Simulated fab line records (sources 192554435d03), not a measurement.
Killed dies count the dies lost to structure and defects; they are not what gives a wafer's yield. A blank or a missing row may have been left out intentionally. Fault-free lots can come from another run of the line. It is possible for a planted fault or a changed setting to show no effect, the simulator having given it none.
Split-lot trial	flow n5-finfet	on a route of 1938 steps: 7 lots, 21 wafers read

== THE SPLIT ITSELF ==
At N5_BEOL_M10_COAT_63 (time 60 s, resist thk 100 nm), the setting spin-rpm was moved away from the recipe's 1500 rpm on 5 of the 21 wafers read, by -9.5% to +9.5%. For the rest of the wafers, this setting stayed at what the recipe calls for.

== FROM THE SPLIT TO THE READING: what the file shows between them, 6 steps ==
- N5_BEOL_M10_COAT_64: time 60 s, resist thk 30 nm
- N5_BEOL_M10_COAT_22: resist thk 90 nm
- N5_BEOL_M10_DESCUM_33: chemistry O2, time 7.9 s
- N5_BEOL_M10_ETCH_65: etches SiARC in CF4, target depth 39 nm, time 65 s
- N5_BEOL_M10_ETCH_66: etches SOC in N2/H2, target depth 120 nm, overetch 24 nm, time 180 s
- N5_BEOL_M10_STRIP_69: strips in N2/H2

== THE READING ==
SOC_of_BEOL_M10_COAT_63.thk-nm (the simulator's own value, which no gauge read), in nm, at N5_BEOL_M10_VIA_ETCH_34 (etches SiCOH lowk in C4F6/O2, target depth 184.5 nm, time 69.2 s). The file gives no usual value for it. Across the 16 wafers here that went through the recipe, the average is 92.1 nm and the standard deviation 0.41 nm.

wafer	tool, chamber at the split	spin-rpm as run, rpm	against the recipe	SOC_of_BEOL_M10_COAT_63.thk-nm, nm	against lot-mates on the recipe
L078.2	litho-track-04, 0	1500	recipe	92.2	-
L078.4	litho-track-04, 0	1500	recipe	92.2	-
L078.5	litho-track-04, 0	1500	recipe	92	-
L080.1	litho-track-04, 0	1500	recipe	92.8	-
L080.4	litho-track-04, 0	1500	recipe	92.6	-
L080.6	litho-track-04, 0	1452	-3.2%	94	+1.3
L083.2	litho-track-04, 0	1357	-9.5%	97.4	+5.6
L083.3	litho-track-04, 0	1500	recipe	91.8	-
L083.6	litho-track-04, 0	1500	recipe	91.8	-
L084.1	litho-track-05, 0	1500	recipe	92.2	-
L084.3	litho-track-05, 0	1500	recipe	92	-
L084.4	litho-track-05, 0	1643	+9.5%	87.8	-4.3
L087.3	litho-track-02, 0	1500	recipe	91.4	-
L087.6	litho-track-02, 0	1500	recipe	91.4	-
L087.4	litho-track-02, 0	1500	recipe	91.8	-
L095.1	litho-track-05, 0	1500	recipe	92.8	-
L095.3	litho-track-05, 0	1551	+3.4%	90.4	-2.4
L095.6	litho-track-05, 0	1551	+3.4%	91	-1.8
L097.4	litho-track-05, 0	1500	recipe	92.2	-
L097.5	litho-track-05, 0	1500	recipe	92.4	-
L097.6	litho-track-05, 0	1500	recipe	91.8	-

THE FIT
A straight line over all 21 wafers: SOC_of_BEOL_M10_COAT_63.thk-nm changes by -0.499 nm for each +1% of spin-rpm; r = -0.97; the points scatter about the line by 0.43 nm.
The same after taking each lot's own level away (the mean of its wafers on the recipe; 21 wafers): -0.525 nm for each +1%; r = -0.99; scatter 0.3 nm.
Per that fit: largest spin-rpm move, reading shift of 5 nm.
Measured against the standard deviation above, the lots' own levels, which go from 91.53 to 92.80 nm, span 3.1 times it.
Consequently the slope shifts little with the lot-to-lot level, the two slopes agreeing.
Check: with one of the wafers moved furthest among these (-9.5%) left out of the fit, the line predicts +4.46 nm for it against its lot-mates. It came out at +5.6 nm against them.

== THE WHOLE CHAIN: every reading that the file lists as answering this split, in the file's order ==
step	what it does	reading	change (the file's fit)	r (the file's)
N5_BEOL_M10_COAT_63	time 60 s, resist thk 100 nm	SOC_of_BEOL_M10_COAT_63.thk-nm (the simulator's own value, which no gauge read)	-0.527 nm for each +1% of the setting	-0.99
N5_BEOL_M10_ETCH_66	etches SOC in N2/H2, target depth 120 nm, overetch 24 nm, time 180 s	etch.depth-nm (the simulator's own value, which no gauge read)	-0.527 nm for each +1% of the setting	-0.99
N5_BEOL_M10_VIA_ETCH_34	etches SiCOH lowk in C4F6/O2, target depth 184.5 nm, time 69.2 s	SOC_of_BEOL_M10_COAT_63.thk-nm (the simulator's own value, which no gauge read)	-0.519 nm for each +1% of the setting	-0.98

== THE FILE'S OWN FIT ==
SOC_of_BEOL_M10_COAT_63.thk-nm changes by -0.519 nm for each +1% of spin-rpm, r = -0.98.
